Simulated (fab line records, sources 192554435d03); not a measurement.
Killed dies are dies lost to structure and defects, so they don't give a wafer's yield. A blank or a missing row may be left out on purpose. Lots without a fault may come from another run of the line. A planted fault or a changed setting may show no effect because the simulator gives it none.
A struck lot beside a sound one | flow n5_finfet | 16 steps out of a route of 1938
Sound: wafers L743.2, L743.5, L743.6. Struck: wafers L753.2, L753.5. The cause comes at the end.
At each step with rows: each side's tool, then ch and its chambers, then its first start. Under that, the readings that differ: sound wafers | struck wafers | difference of the means | sigmas: that difference in standard deviations of wafers without a fault.
alike: readings whose means differ by less than 2 such deviations, and words and numbers that are the same on both sides. not compared: withheld readings, readings that some wafer has no value for, bounds like >300 that may hide the same value, and numbers for which the record gives no deviation and whose values overlap.
The two part at a step that has a row with sigmas, a row that says differs or no value, or rows on one side only. Numbers that don't overlap but have no deviation are shown without sigmas and don't part them. A reading that every wafer of one side lacks parts them only if that side has two wafers or more.

N5_BEOL_M2_DESCUM_16: chemistry O2, time 7 s.
  sound on rie_diel-03 ch 2,3, day 8 10:54; struck on rie_diel-03 ch 3, day 10 12:23
  alike: drypump_motor_current_A, oes_product_au, rf_vpp_V, showerhead_plenum_p_Torr, throttle_valve_pct
  not compared: rf_hours_counter_h
then, 1 step without rows for these wafers: N5_BEOL_M2_ETCH_74 (etches underlayer in N2/H2, target depth 6.5 nm, time 5.2 s).
N5_BEOL_M2_ETCH_63: etches SiARC in CF4, target depth 15.6 nm, time 26 s.
  sound on rie_diel-03 ch 2,3, day 8 10:57; struck on rie_diel-03 ch 3, day 10 12:26
  alike: drypump_motor_current_A, etch_rf_on_time_s, oes_product_au, rf_vpp_V, showerhead_plenum_p_Torr, throttle_valve_pct
  not compared: rf_hours_counter_h
then, 3 steps without rows for these wafers: N5_BEOL_M2_ETCH_64 (etches SOC in N2/H2, target depth 75 nm, overetch 22.5 nm, time 121.9 s); N5_BEOL_M2_STRIP_65 (strips in N2/H2); N5_BEOL_M2_STRIP_75 (strips in N2/H2).
N5_BEOL_M2_STRIP_66: strips in CF4.
  sound on rie_diel-03 ch 2,3, day 8 11:07; struck on rie_diel-03 ch 3, day 10 12:35
  alike: drypump_motor_current_A, oes_product_au, power_w, rf_vpp_V, showerhead_plenum_p_Torr, throttle_valve_pct
  not compared: rf_hours_counter_h
N5_BEOL_M2_HM_OPEN_17: chemistry Cl2/BCl3, target TiN, target depth 20 nm, overetch 6 nm.
  sound on rie_metal-01 ch 0,1, day 8 11:10; struck on rie_metal-01 ch 0,1, day 10 12:38
  alike: drypump_motor_current_A, oes_product_au, throttle_valve_pct
  not compared: rf_hours_counter_h
N5_BEOL_M2_STRIP_19: strips in O2.
  sound on rie_diel-01 ch 0,3, day 8 11:17; struck on rie_diel-05 ch 0,2, day 10 12:55
  alike: drypump_motor_current_A, oes_product_au, rf_vpp_V, showerhead_plenum_p_Torr, throttle_valve_pct
  not compared: rf_hours_counter_h
N5_BEOL_M2_CD_MEAS_18: pitch 36 nm, target cd 18 nm.
  sound on cd_sem-02, day 8 11:21; struck on cd_sem-03, day 10 12:59
  alike: cd_nm
then, 2 steps without rows for these wafers: N5_BEOL_M2_COAT_67 (time 60 s, resist thk 60 nm); N5_BEOL_M2_COAT_68 (time 60 s, resist thk 12 nm).
N5_BEOL_M2_COAT_76: time 60 s, resist thk 5 nm.
  sound on litho_track-02 ch 0, day 8 11:23; struck on litho_track-04 ch 0, day 10 13:02
  reading                  | sound             | struck      | difference | sigmas
  heater_power_total_W (W) | 390.2 390.7 389.7 | 424.4 424.1 | +34.1      | +24
  run_length_s (s)         | 66.11 66.13 66.15 | 58.70 58.74 | -7.41      | -49
  alike: exhaust_pa
then, 1 step without rows for these wafers: N5_BEOL_M2_COAT_22 (resist thk 30 nm).
-- the record jumps here: 3 days lie between the struck wafers' starts before and after (it left off in module BEOL_M2 and takes up again in module BEOL_M4, whose first step shown is number 1111 of the route) --
N5_BEOL_M4_RC_MEAS_101:
  sound on prober-01 ch 0, day 11 00:26; struck on prober-01 ch 0, day 13 04:43
  alike: DIBL_N, DIBL_P, IOFF_N, IOFF_P, ION_N, ION_P, SS_N, SS_P, VT_N, VT_P
N5_PASSIVATION_PROBE_49:
  the record has rows for the sound wafers here (prober-01, day 15 13:11) and none for the struck ones

WHERE THEY PART
First at N5_BEOL_M2_COAT_76; last, within this record, at N5_PASSIVATION_PROBE_49.

WHY: what the simulator had put in
Process parameter drift: litho_track-04, from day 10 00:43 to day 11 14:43, at N5_BEOL_M2_COAT_76. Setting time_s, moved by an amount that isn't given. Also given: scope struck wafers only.
